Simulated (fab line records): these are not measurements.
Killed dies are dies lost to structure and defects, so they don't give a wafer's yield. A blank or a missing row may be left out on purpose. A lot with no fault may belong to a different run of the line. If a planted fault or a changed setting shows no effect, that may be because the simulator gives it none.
fab line records	flow n5-finfet
record: lots: 10	wafers: 29	last-day: 18
route steps=1938 shown BEOL_M14@1726 PASSIVATION@1936
lots that met no fault: from a run of the same line without faults
start-h: the number of hours between the record's first day and the start of the first shown wafer of the lot	wait-h: hours since the lot's step before	" identical to the entry in the row above	L1.1+2: a single row standing in for several wafers	- no value, or no start given	* or withheld: withheld	< > ~ a bound
route shown NAME@n: NAME is a module with steps in the file, n the number in the route of the first one	usual: mean and standard deviation over wafers with no fault	same: alike in all rows	chamber/n: place in a boat	sites: each site's reading	_std_site: standard deviation across them	_edge_site: mean of outer sites minus mean of inner sites	radius-mm: how far each site lies from the wafer's centre	mask NAME#n: copy n	behind: tool/chamber where the wafer was last shaped	hold: why the lot was held/for how many hours/how that ended	device: the transistor (n, p or np) that didn't switch	end of line: tests of these same wafers at the route's end	where a step has no rows: the recipe by itself	killed: not the wafer's yield, but the dies lost to structure and defects at the first sort	map: a wafer's dies, marking killed ones x, the rest . and places with no die _
set.NAME: the setting as run; set.NAME@STEP: as run at that earlier step	model.NAME: the simulator's own value behind a step, which no gauge read
steps of the route over a sample of lots; a table a step, a row a wafer
services: from which hour (start-h, from the record's first day; less than 0 if before it) a tool's chamber was out of use, for how many hours, and why
== steps ==
step: N5_BEOL_M14_CD_MEAS_10
recipe: target-cd-nm: 250	landing-energy-ev: 500	detector: se-inlens	polarity: opening
usual: cd-nm: 248.9/2
lot.wafer	tool	chamber	start-h	wait-h	cd-nm
L934.1	cd-sem-03	0	292.39	-	252.1
L934.2	"	0	"	"	249.7
L934.5	"	0	"	"	249.2
L937.1	cd-sem-02	0	298.45	-	251.2
L937.3	"	0	"	"	249.9
L937.6	"	0	"	"	247.7
L936.2	cd-sem-02	0	299.26	-	251.8
L936.3	"	0	"	"	248.4
L936.5	"	0	"	"	247.4
L939.1	cd-sem-03	0	308.33	-	250.0
L939.2	"	0	"	"	248.7
L939.6	"	0	"	"	247.2
L940.1	cd-sem-03	0	316.80	-	248.9
L940.4	"	0	"	"	246.0
L940.5	"	0	"	"	248.6
L943.2	cd-sem-03	0	334.71	-	249.5
L943.3	"	0	"	"	245.8
L943.5	"	0	"	"	248.6
L944.3	cd-sem-03	0	335.52	-	249.2
L944.5	"	0	"	"	250.2
L948.1	cd-sem-01	0	355.21	-	251.3
L948.2	"	0	"	"	249.1
L948.3	"	0	"	"	247.3
L950.1	cd-sem-03	0	384.97	-	249.6
L950.4	"	0	"	"	248.2
L950.5	"	0	"	"	248.3
L953.3	cd-sem-03	0	400.10	-	253.4
L953.5	"	0	"	"	251.2
L953.6	"	0	"	"	247.7
step: N5_BEOL_M14_INSPECT_12
recipe: mode: adi	inspect-instrument: macro
usual: raw-defect-count: 2.0/1.3
lot.wafer	tool	chamber	start-h	wait-h	raw-defect-count
L934.1	defect-inspect-02	-	292.44	0.0	1
L934.2	"	-	"	"	1
L934.5	"	-	"	"	3
L937.1	defect-inspect-01	-	298.50	0.0	3
L937.3	"	-	"	"	0
L937.6	"	-	"	"	3
L936.2	defect-inspect-01	-	299.31	0.0	3
L936.3	"	-	"	"	4
L936.5	"	-	"	"	1
L939.1	defect-inspect-02	-	308.38	0.0	1
L939.2	"	-	"	"	0
L939.6	"	-	"	"	1
L940.1	defect-inspect-02	-	316.86	0.0	2
L940.4	"	-	"	"	2
L940.5	"	-	"	"	2
L943.2	defect-inspect-01	-	334.76	0.0	3
L943.3	"	-	"	"	0
L943.5	"	-	"	"	1
L944.3	defect-inspect-02	-	335.58	0.0	4
L944.5	"	-	"	"	2
L948.1	defect-inspect-02	-	355.27	0.0	2
L948.2	"	-	"	"	1
L948.3	"	-	"	"	3
L950.1	defect-inspect-01	-	385.02	0.0	1
L950.4	"	-	"	"	3
L950.5	"	-	"	"	0
L953.3	defect-inspect-01	-	400.15	0.0	2
L953.5	"	-	"	"	2
L953.6	"	-	"	"	1
step: N5_BEOL_M14_STRIP_64
recipe: chemistry: O2	power-w: 600	temp-c: 60	pressure-mtorr: 30	rf-frequency-hz: 6e+07	bias-power-w: 0	overash-fraction: 0.3	o2-flow-sccm: 225
usual: drypump-motor-current-A: 5.7/0.52	oes-product-au: 0.78/0.074	rf-vpp-V: 3.7/0.43	showerhead-plenum-p-Torr: 2.09/0.059	throttle-valve-pct: 16.73/0.24
lot.wafer	tool	chamber	start-h	wait-h	drypump-motor-current-A	oes-product-au	rf-hours-counter-h	rf-vpp-V	showerhead-plenum-p-Torr	throttle-valve-pct
L934.1	rie-diel-01	1	292	-	5.4	0.78	106	3.6	2.14	16.73
L934.2	"	3	"	"	6.2	0.79	97	4.1	2.11	16.24
L934.5	"	1	"	"	5.4	0.78	-	3.2	2.14	16.71
L937.1	rie-diel-01	3	298	-	6.2	0.78	99	3.9	2.10	16.24
L937.3	"	0	"	"	5.3	0.81	85	3.8	2.12	16.71
L937.6	"	3	"	"	6.3	0.78	-	3.5	2.10	16.22
L936.2	rie-diel-01	2	299	-	5.1	0.76	131	4.0	2.03	16.75
L936.3	"	3	"	"	6.2	0.79	99	4.4	2.10	16.23
L936.5	"	3	"	"	6.2	0.79	-	3.6	2.10	16.24
L939.1	rie-diel-01	1	308	-	5.4	0.78	111	4.5	2.14	16.72
L939.2	"	0	"	"	5.3	0.81	88	4.4	2.12	16.72
L939.6	"	2	"	"	5.2	0.75	-	3.9	2.03	16.76
L940.1	rie-diel-04	2	317	-	6.2	0.82	100	4.6	2.02	16.45
L940.4	"	1	"	"	6.0	0.94	11	3.6	2.08	16.81
L940.5	"	2	"	"	6.1	0.81	-	3.7	2.02	16.45
L943.2	rie-diel-01	0	335	-	5.3	0.80	97	3.7	2.11	16.73
L943.3	"	1	"	"	5.4	0.76	121	3.6	2.13	16.75
L943.5	"	1	"	"	5.4	0.76	-	4.5	2.13	16.75
L944.3	rie-diel-01	2	335	-	5.1	0.75	144	4.2	2.02	16.78
L944.5	"	3	"	"	6.3	0.78	-	3.7	2.10	16.25
L948.1	rie-diel-01	2	355	-	5.1	0.74	152	3.4	2.02	16.80
L948.2	"	1	"	"	5.5	0.75	129	3.7	2.13	16.75
L948.3	"	3	"	"	6.2	0.76	118	3.5	2.10	16.28
L950.1	rie-diel-04	1	385	-	6.0	0.89	35	3.2	2.07	16.83
L950.4	"	2	"	"	6.1	0.78	126	3.3	2.01	16.48
L950.5	"	0	"	"	6.8	0.93	-	3.5	2.24	16.76
L953.3	rie-diel-02	1	400	-	6.6	0.66	246	4.1	2.06	17.03
L953.5	"	1	"	"	6.6	0.67	-	3.5	2.06	17.02
L953.6	"	2	"	"	5.8	0.69	-	3.2	2.14	16.84
step: N5_BEOL_M14_INSPECT_30
recipe: mode: adi	inspect-instrument: macro
usual: raw-defect-count: 2.1/1.5
lot.wafer	tool	chamber	start-h	wait-h	raw-defect-count
L934.1	defect-inspect-02	-	293.48	0.0	0
L934.2	"	-	"	"	4
L934.5	"	-	"	"	3
L937.1	defect-inspect-02	-	299.48	0.0	2
L937.3	"	-	"	"	0
L937.6	"	-	"	"	3
L936.2	defect-inspect-02	-	300.16	0.0	1
L936.3	"	-	"	"	2
L936.5	"	-	"	"	3
L939.1	defect-inspect-02	-	309.24	0.0	3
L939.2	"	-	"	"	0
L939.6	"	-	"	"	1
L940.1	defect-inspect-01	-	317.83	0.0	1
L940.4	"	-	"	"	2
L940.5	"	-	"	"	2
L943.2	defect-inspect-01	-	335.94	0.0	3
L943.3	"	-	"	"	3
L943.5	"	-	"	"	2
L944.3	defect-inspect-01	-	336.45	0.0	>300
L944.5	"	-	"	"	>300
L948.1	defect-inspect-02	-	356.12	0.0	>300
L948.2	"	-	"	"	>300
L948.3	"	-	"	"	>300
L950.1	defect-inspect-02	-	386.00	0.0	1
L950.4	"	-	"	"	3
L950.5	"	-	"	"	1
L953.3	defect-inspect-01	-	401.01	0.0	6
L953.5	"	-	"	"	5
L953.6	"	-	"	"	5
step: N5_BEOL_M14_ETCH_67
recipe: chemistry: CF4	target: SiARC	target-depth-a: 1430	time-s: 238.3	ion-energy-ev: 80	pressure-mtorr: 40	source-w: 545	bias-w: 36	Ar_flow_sccm: 100	cf4-flow-sccm: 100	ends: cleared
usual: drypump-motor-current-A: 5.8/0.54	etch-rf-on-time-s: 238/4.4	mfc-ar-sccm: 99.97/0.28	oes-product-au: 0.65/0.059	rf-vpp-V: 183.9/0.96	showerhead-plenum-p-Torr: 2.12/0.055	throttle-valve-pct: 15.69/0.24
lot.wafer	tool	chamber	start-h	wait-h	drypump-motor-current-A	etch-rf-on-time-s	mfc-ar-sccm	oes-product-au	rf-hours-counter-h	rf-vpp-V	showerhead-plenum-p-Torr	throttle-valve-pct
L934.1	rie-diel-04	2	293.78	0.0	6.1	232	100.26	0.71	90	183.8	2.07	15.41
L934.2	"	0	"	"	6.8	244	100.24	0.58	241	182.4	2.02	16.05
L934.5	"	3	"	"	5.3	242	100.03	0.62	-	183.5	2.05	15.90
L937.1	rie-diel-04	2	299.54	0.0	6.1	228	99.41	0.70	91	183.5	2.07	15.39
L937.3	"	3	"	"	5.3	236	99.97	0.62	210	184.5	2.05	15.90
L937.6	"	0	"	"	6.8	238	100.21	0.58	-	181.8	2.02	16.08
L936.2	rie-diel-02	1	300.46	0.0	6.6	238	99.83	0.59	212	181.8	2.12	15.93
L936.3	"	3	"	"	5.0	232	100.14	0.60	225	184.0	2.12	16.16
L936.5	"	0	"	"	5.6	244	99.66	0.74	-	183.8	2.19	15.54
L939.1	rie-diel-01	3	309.46	0.0	6.3	239	99.72	0.66	102	184.3	2.16	15.22
L939.2	"	2	"	"	5.2	243	99.86	0.64	135	183.7	2.06	15.65
L939.6	"	2	"	"	5.2	241	99.91	0.65	-	181.6	2.06	15.65
L940.1	rie-diel-01	0	317.94	0.0	5.3	241	99.70	0.69	91	184.0	2.16	15.62
L940.4	"	1	"	"	5.4	240	100.17	0.66	114	183.6	2.16	15.57
L940.5	"	1	"	"	5.4	241	100.25	0.65	-	183.9	2.16	15.57
L943.2	rie-diel-01	1	336.14	0.0	5.4	237	99.85	0.66	121	185.1	2.16	15.60
L943.3	"	2	"	"	5.1	239	100.68	0.63	144	182.9	2.06	15.68
L943.5	"	1	"	"	5.4	240	99.61	0.64	-	183.6	2.16	15.60
L944.3	rie-diel-04	3	336.52	0.0	5.3	238	100.16	0.61	227	182.7	2.04	15.94
L944.5	"	2	"	"	6.1	228	100.01	0.70	-	183.9	2.06	15.43
L948.1	rie-diel-04	2	356.39	0.0	6.1	230	99.66	0.68	116	181.3	2.06	15.45
L948.2	"	0	"	"	6.8	235	100.06	0.82	7	185.7	2.27	15.61
L948.3	"	3	"	"	5.3	239	99.68	0.60	233	182.7	2.04	15.93
L950.1	rie-diel-01	3	386.07	0.0	6.3	241	99.35	0.64	131	183.0	2.15	15.29
L950.4	"	0	"	"	5.3	237	100.14	0.67	115	183.9	2.15	15.68
L950.5	"	3	"	"	6.2	241	99.92	0.64	-	182.6	2.15	15.28
L953.3	rie-diel-01	2	401.08	0.0	5.1	241	99.71	0.62	168	183.2	2.05	15.72
L953.5	"	1	"	"	5.4	238	100.02	0.64	-	184.4	2.15	15.63
L953.6	"	0	"	"	5.3	238	100.19	0.66	-	183.8	2.15	15.69
step: N5_PASSIVATION_PROBE_49
usual: defect-limited-yield: 91.3/1.4	killed_at_M0_to_M3: 36/11	killed_at_M4_up: 13/5.2	killed-at-contacts: 13/6.5	killed-at-front-end: 37/11	killed-at-other: 3.6/2.9	killed-dies: 103/17	killed-on-rim: 13/3.6	killed-open: 68/12	killed-short: 33/7.3	sort_bin_4_leakage: 0.01/0.039	sort_bin_5_function: 5.2/0.91	sort_bin_6_memory: 3.2/0.67	sort_bin_8_speed: 0.00/0.0099	sort-n-pass: 1077/17	sort-yield-pct: 91.3/1.4
same: gross-dies: 1180	killed-at-back-side: 0
lot.wafer	tool	chamber	start-h	wait-h	defect-limited-yield[%]	killed_at_M0_to_M3	killed_at_M4_up	killed-at-contacts	killed-at-front-end	killed-at-other	killed-dies	killed-on-rim	killed-open	killed-short	sort_bin_4_leakage[%]	sort_bin_5_function[%]	sort_bin_6_memory[%]	sort_bin_8_speed[%]	sort-n-pass	sort-yield-pct[%]
L934.1	prober-01	-	319.80	0.0	93.2	33	8	6	32	1	80	11	55	25	0	3.9	2.4	0	1100	93.2
L934.2	prober-01	-	319.85	0.1	93.7	33	13	11	17	0	74	13	49	25	0	4.0	2.2	0	1106	93.7
L934.5	prober-01	-	320.00	0.2	92.7	27	16	4	38	1	86	12	56	30	0	3.6	3.1	0	1094	92.7
L937.1	prober-01	-	323.32	0.0	93.7	27	11	10	20	6	74	4	50	24	0	3.6	2.5	0	1106	93.7
L937.3	prober-01	-	323.42	0.1	90.1	33	17	14	50	3	117	20	83	33	0	6.1	3.6	0	1063	90.1
L937.6	prober-01	-	323.57	0.3	92.1	20	11	16	46	0	93	13	55	37	0	5.0	2.5	0	1087	92.1
L936.2	prober-02	-	329.48	0.1	90.3	50	10	10	42	2	114	16	71	43	0	6.1	2.9	0	1066	90.3
L936.3	prober-02	-	329.53	0.1	90.8	36	16	13	41	3	109	12	75	34	0	5.8	3.3	0	1071	90.8
L936.5	prober-02	-	329.63	0.2	92.3	28	16	6	40	1	91	13	63	28	0	4.7	2.6	0	1089	92.3
L939.1	prober-01	-	332.93	0.0	89.7	58	7	11	37	9	122	14	77	44	0	6.4	3.6	0	1058	89.7
L939.2	prober-01	-	332.98	0.1	90.2	35	12	11	55	3	116	17	79	37	0	5.8	3.7	0	1064	90.2
L939.6	prober-01	-	333.18	0.3	89.4	44	6	26	41	8	125	12	75	50	0.08	6.6	3.9	0	1054	89.3
L940.1	prober-01	-	341.32	0.0	87.3	47	7	12	81	3	150	22	99	51	0	7.5	5.1	0	1030	87.3
L940.4	prober-01	-	341.47	0.2	89.6	38	21	5	56	3	123	12	77	45	0	6.2	3.9	0	1057	89.6
L940.5	prober-01	-	341.52	0.2	90.4	46	16	4	36	11	113	16	75	38	0	5.8	3.5	0	1067	90.4
L944.3	prober-01	-	367.20	0.1	80.2	43	139	19	29	4	234	32	84	45	0	12.6	5.3	0	946	80.2
L944.5	prober-01	-	367.30	0.2	84.5	29	103	17	34	0	183	25	67	31	0	8.9	4.4	0	997	84.5
L943.2	prober-01	-	368.00	0.1	91.9	34	11	6	42	2	95	17	59	34	0	5.4	2.3	0	1085	91.9
L943.3	prober-01	-	368.05	0.1	89.9	55	15	9	36	4	119	21	76	35	0	5.8	4.1	0	1061	89.9
L943.5	prober-01	-	368.15	0.2	92.3	25	17	4	41	4	91	16	48	41	0	4.7	2.7	0	1089	92.3
L948.1	prober-01	-	383.78	0.0	85.3	21	105	18	28	1	173	22	52	23	0	8.8	3.7	0	1007	85.3
L948.2	prober-01	-	383.83	0.1	82.4	32	104	33	36	3	208	26	75	30	0	11.4	3.8	0	972	82.4
L948.3	prober-01	-	383.88	0.1	85.4	18	105	16	33	0	172	25	58	21	0	9.2	3.1	0	1008	85.4
L950.1	prober-02	-	409.66	0.0	89.7	48	21	13	37	3	122	11	85	33	0	6.4	3.2	0	1058	89.7
L950.4	prober-02	-	409.81	0.2	91.7	45	14	18	18	3	98	13	63	32	0	5.0	3.1	0	1082	91.7
L950.5	prober-02	-	409.86	0.2	89.7	46	14	18	40	3	121	20	78	39	0	6.5	3.4	0	1059	89.7
L953.3	prober-01	-	427.39	0.1	90.3	23	16	34	41	0	114	14	72	40	0	5.2	4.3	0	1066	90.3
L953.5	prober-01	-	427.49	0.2	88.4	21	7	28	75	6	137	10	89	44	0	6.2	4.7	0.08	1043	88.4
L953.6	prober-01	-	427.54	0.3	90.5	25	9	16	61	1	112	15	74	38	0	4.8	4.1	0	1068	90.5
killed by level:class
L934.1 FIN_SAQP:geometric-particle:open=8 BEOL_M0_SAQP:geometric-particle:short=8 MOL_CONTACT_COAG:geometric-particle:open=6 BEOL_M1:geometric-particle:open=6 BEOL_M2:geometric-particle:open=6 BEOL_M3:geometric-particle:open=6 DUMMY_GATE:geometric-particle:open=5 BEOL_M0_SAQP:geometric-particle:open=5
L934.2 BEOL_M0_SAQP:geometric-particle:open=9 MOL_CONTACT_COAG:geometric-particle:open=8 BEOL_M2:geometric-particle:open=8 BEOL_M0_SAQP:geometric-particle:short=6 BEOL_M1:geometric-particle:open=6 GATE_CUT:geometric-particle:short=4 BEOL_M4:geometric-particle:open=4 FIN_SAQP:geometric-particle:short=3
L934.5 STI_FIN_REVEAL:geometric-particle:open=8 BEOL_M4:geometric-particle:open=8 FIN_SAQP:geometric-particle:open=7 FIN_SAQP:geometric-particle:short=6 BEOL_M0_SAQP:geometric-particle:short=6 BEOL_M1:geometric-particle:open=6 BEOL_M2:geometric-particle:open=5 BEOL_M3:geometric-particle:open=5
L937.1 FIN_SAQP:geometric-particle:open=8 BEOL_M0_SAQP:geometric-particle:short=8 MOL_CONTACT_COAG:geometric-particle:open=6 BEOL_M3:geometric-particle:open=6 BEOL_M0_SAQP:geometric-particle:open=5 MOL_CONTACT_COAG:geometric-particle:short=4 BEOL_M2:geometric-particle:open=4 FIN_SAQP:geometric-particle:short=3
L937.3 FIN_SAQP:geometric-particle:open=23 MOL_CONTACT_COAG:geometric-particle:open=13 BEOL_M3:geometric-particle:open=11 BEOL_M2:geometric-particle:open=8 BEOL_M0_SAQP:geometric-particle:short=7 DUMMY_GATE:geometric-particle:open=5 FIN_SAQP:geometric-particle:short=5 BEOL_M4:geometric-particle:short=5
L937.6 FIN_SAQP:geometric-particle:open=18 MOL_CONTACT_COAG:geometric-particle:open=13 FIN_SAQP:geometric-particle:short=9 BEOL_M0_SAQP:geometric-particle:short=6 BEOL_M4:geometric-particle:open=4 STARTING-WAFER:geometric-particle:short=4 FIN_CUT:geometric-particle:short=3 BEOL_M3:geometric-particle:open=3
L936.2 STI_FIN_REVEAL:geometric-particle:open=21 BEOL_M0_SAQP:geometric-particle:short=20 BEOL_M0_SAQP:geometric-particle:open=12 MOL_CONTACT_COAG:geometric-particle:open=9 BEOL_M2:geometric-particle:open=6 BEOL_M1:geometric-particle:open=4 BEOL_M1:geometric-particle:short=4 BEOL_M4:geometric-particle:open=4
L936.3 STI_FIN_REVEAL:geometric-particle:open=16 MOL_CONTACT_COAG:geometric-particle:open=10 BEOL_M4:geometric-particle:open=9 BEOL_M0_SAQP:geometric-particle:open=7 BEOL_M3:geometric-particle:open=6 FIN_SAQP:geometric-particle:open=5 GATE_CUT:geometric-particle:short=5 BEOL_M1:geometric-particle:open=5
L936.5 STI_FIN_REVEAL:geometric-particle:open=14 BEOL_M2:geometric-particle:open=8 FIN_SAQP:geometric-particle:open=7 BEOL_M0_SAQP:geometric-particle:short=7 MOL_CONTACT_COAG:geometric-particle:open=6 BEOL_M4:geometric-particle:open=6 BEOL_M1:geometric-particle:short=5 FIN_SAQP:geometric-particle:short=3
L939.1 BEOL_M0_SAQP:geometric-particle:open=15 BEOL_M0_SAQP:geometric-particle:short=13 GATE_CUT:geometric-particle:short=10 MOL_CONTACT_COAG:geometric-particle:open=9 BEOL_M2:geometric-particle:open=8 FIN_SAQP:geometric-particle:open=7 BEOL_M3:geometric-particle:open=7 STI_FIN_REVEAL:geometric-particle:open=5
L939.2 STI_FIN_REVEAL:geometric-particle:open=14 MOL_CONTACT_COAG:geometric-particle:open=10 BEOL_M2:geometric-particle:open=9 BEOL_M0_SAQP:geometric-particle:open=8 FIN_SAQP:geometric-particle:short=7 FIN_SAQP:geometric-particle:open=7 STI_FIN_REVEAL:geometric-particle:short=5 BEOL_M5:geometric-particle:open=5
L939.6 MOL_CONTACT_COAG:geometric-particle:open=18 BEOL_M0_SAQP:geometric-particle:short=12 FIN_SAQP:geometric-particle:short=9 BEOL_M0_SAQP:geometric-particle:open=9 FIN_SAQP:geometric-particle:open=8 MOL_CONTACT_COAG:geometric-particle:short=8 STI_FIN_REVEAL:geometric-particle:open=6 BEOL_M1:geometric-particle:open=6
L940.1 STI_FIN_REVEAL:geometric-particle:open=37 FIN_SAQP:geometric-particle:open=13 BEOL_M0_SAQP:geometric-particle:short=12 BEOL_M0_SAQP:geometric-particle:open=10 BEOL_M2:geometric-particle:open=10 MOL_CONTACT_COAG:geometric-particle:open=9 GATE_CUT:geometric-particle:short=8 STI_FIN_REVEAL:geometric-particle:short=7
L940.4 FIN_SAQP:geometric-particle:short=13 STI_FIN_REVEAL:geometric-particle:open=13 FIN_SAQP:geometric-particle:open=12 BEOL_M4:geometric-particle:open=10 BEOL_M2:geometric-particle:open=9 BEOL_M0_SAQP:geometric-particle:short=8 BEOL_M0_SAQP:geometric-particle:open=7 BEOL_M1:geometric-particle:short=6
L940.5 BEOL_M2:geometric-particle:open=16 STI_FIN_REVEAL:geometric-particle:open=13 FIN_SAQP:geometric-particle:short=7 BEOL_M4:geometric-particle:open=7 BEOL_M2:geometric-particle:short=6 BEOL_M3:geometric-particle:open=6 FIN_SAQP:geometric-particle:open=5 BEOL_M0_SAQP:geometric-particle:open=5
L944.3 BEOL_M14:unspecified=103 BEOL_M4:geometric-particle:open=19 MOL_CONTACT_COAG:geometric-particle:open=17 BEOL_M0_SAQP:geometric-particle:short=12 BEOL_M0_SAQP:geometric-particle:open=11 STI_FIN_REVEAL:geometric-particle:open=7 BEOL_M1:geometric-particle:open=6 BEOL_M3:geometric-particle:open=6
L944.5 BEOL_M14:unspecified=85 MOL_CONTACT_COAG:geometric-particle:open=13 FIN_SAQP:geometric-particle:short=10 BEOL_M4:geometric-particle:open=10 BEOL_M0_SAQP:geometric-particle:open=9 BEOL_M0_SAQP:geometric-particle:short=9 ILD0:geometric-particle:open=7 BEOL_M2:geometric-particle:open=7
L943.2 FIN_SAQP:geometric-particle:open=9 FIN_SAQP:geometric-particle:short=9 BEOL_M1:geometric-particle:open=8 STI_FIN_REVEAL:geometric-particle:open=7 BEOL_M3:geometric-particle:open=6 MOL_CONTACT_COAG:geometric-particle:open=5 BEOL_M0_SAQP:geometric-particle:short=5 BEOL_M0_SAQP:geometric-particle:open=4
L943.3 BEOL_M1:geometric-particle:open=18 FIN_SAQP:geometric-particle:open=12 MOL_CONTACT_COAG:geometric-particle:open=8 BEOL_M1:geometric-particle:short=8 STI_FIN_REVEAL:geometric-particle:open=7 BEOL_M3:geometric-particle:open=7 BEOL_M0_SAQP:geometric-particle:short=5 FIN_SAQP:geometric-particle:short=4
L943.5 FIN_SAQP:geometric-particle:short=11 FIN_SAQP:geometric-particle:open=9 BEOL_M0_SAQP:geometric-particle:open=7 BEOL_M1:geometric-particle:open=6 BEOL_M0_SAQP:geometric-particle:short=5 STARTING-WAFER:geometric-particle:short=5 STI_FIN_REVEAL:geometric-particle:open=3 GATE_CUT:geometric-particle:short=3
L948.1 BEOL_M14:unspecified=98 MOL_CONTACT_COAG:geometric-particle:open=17 STI_FIN_REVEAL:geometric-particle:open=7 BEOL_M0_SAQP:geometric-particle:open=6 BEOL_M0_SAQP:geometric-particle:short=4 FIN_SAQP:geometric-particle:short=3 FIN_SAQP:geometric-particle:open=3 DUMMY_GATE:geometric-particle:open=3
L948.2 BEOL_M14:unspecified=97 MOL_CONTACT_COAG:geometric-particle:open=26 BEOL_M1:geometric-particle:open=10 MOL_CONTACT_COAG:geometric-particle:short=7 BEOL_M0_SAQP:geometric-particle:short=6 BEOL_M0_SAQP:geometric-particle:open=6 HKMG_FIN:area-etch=6 STI_FIN_REVEAL:geometric-particle:open=5
L948.3 BEOL_M14:unspecified=93 MOL_CONTACT_COAG:geometric-particle:open=14 FIN_SAQP:geometric-particle:open=6 BEOL_M0_SAQP:geometric-particle:short=6 STI_FIN_REVEAL:geometric-particle:open=6 BEOL_M8:geometric-particle:open=5 DUMMY_GATE:geometric-particle:open=4 STARTING-WAFER:geometric-particle:open=4
L950.1 MOL_CONTACT_COAG:geometric-particle:open=12 BEOL_M0_SAQP:geometric-particle:short=12 FIN_SAQP:geometric-particle:open=11 BEOL_M2:geometric-particle:open=10 BEOL_M3:geometric-particle:open=10 BEOL_M4:geometric-particle:open=9 STARTING-WAFER:geometric-particle:open=6 FIN_SAQP:geometric-particle:short=4
L950.4 MOL_CONTACT_COAG:geometric-particle:open=15 BEOL_M2:geometric-particle:open=12 BEOL_M0_SAQP:geometric-particle:short=8 BEOL_M1:geometric-particle:open=7 GATE_CUT:geometric-particle:short=6 BEOL_M3:geometric-particle:open=6 BEOL_M4:geometric-particle:open=6 FIN_SAQP:geometric-particle:open=5
L950.5 MOL_CONTACT_COAG:geometric-particle:open=13 BEOL_M0_SAQP:geometric-particle:open=11 BEOL_M1:geometric-particle:open=8 FIN_SAQP:geometric-particle:short=7 GATE_CUT:geometric-particle:short=7 BEOL_M2:geometric-particle:open=7 BEOL_M3:geometric-particle:open=7 GATE_CUT:geometric-particle:open=6
L953.3 MOL_CONTACT_COAG:geometric-particle:open=27 FIN_SAQP:geometric-particle:open=12 FIN_SAQP:geometric-particle:short=8 MOL_CONTACT_COAG:geometric-particle:short=7 BEOL_M0_SAQP:geometric-particle:open=6 BEOL_M3:geometric-particle:short=4 STI_FIN_REVEAL:geometric-particle:short=3 ILD0:geometric-particle:short=3
L953.5 MOL_CONTACT_COAG:geometric-particle:open=25 FIN_SAQP:geometric-particle:short=14 GATE_CUT:geometric-particle:open=12 FIN_SAQP:geometric-particle:open=10 STI_FIN_REVEAL:geometric-particle:open=6 DUMMY_GATE:geometric-particle:open=6 GATE_CUT:geometric-particle:short=6 BEOL_M0_SAQP:geometric-particle:short=5
L953.6 FIN_SAQP:geometric-particle:open=17 FIN_SAQP:geometric-particle:short=13 MOL_CONTACT_COAG:geometric-particle:open=13 STI_FIN_REVEAL:geometric-particle:open=10 BEOL_M0_SAQP:geometric-particle:open=7 BEOL_M0_SAQP:geometric-particle:short=6 GATE_CUT:geometric-particle:open=6 BEOL_M1:geometric-particle:open=4
== services ==
tool	chamber	start-h	hours	kind
rie-diel-02	0	269.78	9.7	repair
rie-diel-01	-	271.78	1.1	repair
rie-diel-04	1	272.31	-	clean
rie-diel-04	1	272.31	-	consumable-replace:focus-ring
rie-diel-04	1	272.31	14.9	scheduled-down
rie-diel-04	1	272.31	14.9	vent-cycle
rie-diel-04	0	317.81	-	clean
rie-diel-04	0	317.81	-	consumable-replace:focus-ring
rie-diel-04	0	317.81	-	consumable-replace:showerhead
rie-diel-04	0	317.81	13.8	scheduled-down
rie-diel-04	0	317.81	13.8	vent-cycle
rie-diel-02	3	375.83	-	clean
rie-diel-02	3	375.83	-	consumable-replace:focus-ring
rie-diel-02	3	375.83	22.7	scheduled-down
rie-diel-02	3	375.83	22.7	vent-cycle
rie-diel-02	1	377.66	3.6	repair
rie-diel-04	3	391.70	8.2	repair
rie-diel-02	2	400.89	3.5	repair
== key ==
first-sign: step: N5_BEOL_M14_INSPECT_30	reading: raw-defect-count	direction: up	sigmas: 99+	usual: 2.1	struck: >300
effect: step: N5_PASSIVATION_PROBE_49	reading: killed_at_M4_up	direction: up	sigmas: 19	usual: 13	struck: 111
more-kills-born-at: N5_BEOL_M14_STRIP_64@rie-diel-01: 476
met-at N5_BEOL_M14_STRIP_64
struck-lots L944,L948
not-acting-at N5_BEOL_M14_CD_MEAS_10,N5_BEOL_M14_INSPECT_12,N5_BEOL_M14_ETCH_67
fault: kind: chamber-particle-source	tool: rie-diel-01	chamber: -	onset-h: 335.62	steps: N5_BEOL_M14_STRIP_64	rate-per-visit-cm2: 0.75875	end-h: 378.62
